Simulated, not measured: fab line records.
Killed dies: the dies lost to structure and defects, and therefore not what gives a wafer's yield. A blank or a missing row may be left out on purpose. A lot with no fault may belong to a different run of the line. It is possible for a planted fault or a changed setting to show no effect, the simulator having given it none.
Matching of chambers	flow n5Finfet	N5_BEOL_M1_ILD_DEP_00 on pecvd-03 has 3 sister chambers
The step deposits SiOC from DEMS/O2, target thk 79 nm, time 15.3 s. 6 wafers are shown with their chamber, then 12 later ones without.

## WAFERS PAIRED WITH THEIR CHAMBERS
wafer	chamber	throttleValvePct (%)	heaterPowerW (W)
L084.5	1	11.9	407
L085.4	2	11.2	498
L085.6	0	11.6	623
L086.2	0	11.8	579
L086.4	1	11.7	418
L086.6	2	11.3	494

## WAFERS MISSING THEIR CHAMBER
wafer	throttleValvePct (%)	heaterPowerW (W)
L093.1	11.4	473
L093.3	11.9	467
L093.4	12.0	472
L094.1	11.8	452
L094.3	11.5	537
L094.5	11.9	533
L095.2	11.6	475
L095.5	11.6	632
L095.6	11.1	419
L096.1	11.1	486
L096.4	11.6	455
L096.6	11.4	483

## EACH ONE'S CHAMBER
wafer	from the rows above	in truth
L093.1	2	2
L093.3	1	1
L093.4	1	1
L094.1	1	1
L094.3	can't be placed: 2 or 0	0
L094.5	can't be placed: 0 or 2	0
L095.2	can't be placed: 2 or 1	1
L095.5	0	0
L095.6	can't be placed: 2 or 1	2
L096.1	2	2
L096.4	can't be placed: 1 or 2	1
L096.6	2	2
Correct placement for 7 of the 12. From these rows, 5 cannot be placed; in 5 the true chamber is one of the candidates. Placed wrongly: 0.
How it was worked out, from the rows above alone: a wafer's distance from a chamber is the root of the sum, over the readings, of the square of ((its reading less the chamber's mean) divided by the reading's scatter). The wafer belongs to the nearest chamber; if the next one is less than 2 further off, it can't be placed. Each chamber's mean is taken over the wafers shown for it. The scatter: take each reading less its chamber's mean, square it, sum over the shown wafers, divide by the number of wafers less the number of chambers, and take the root.
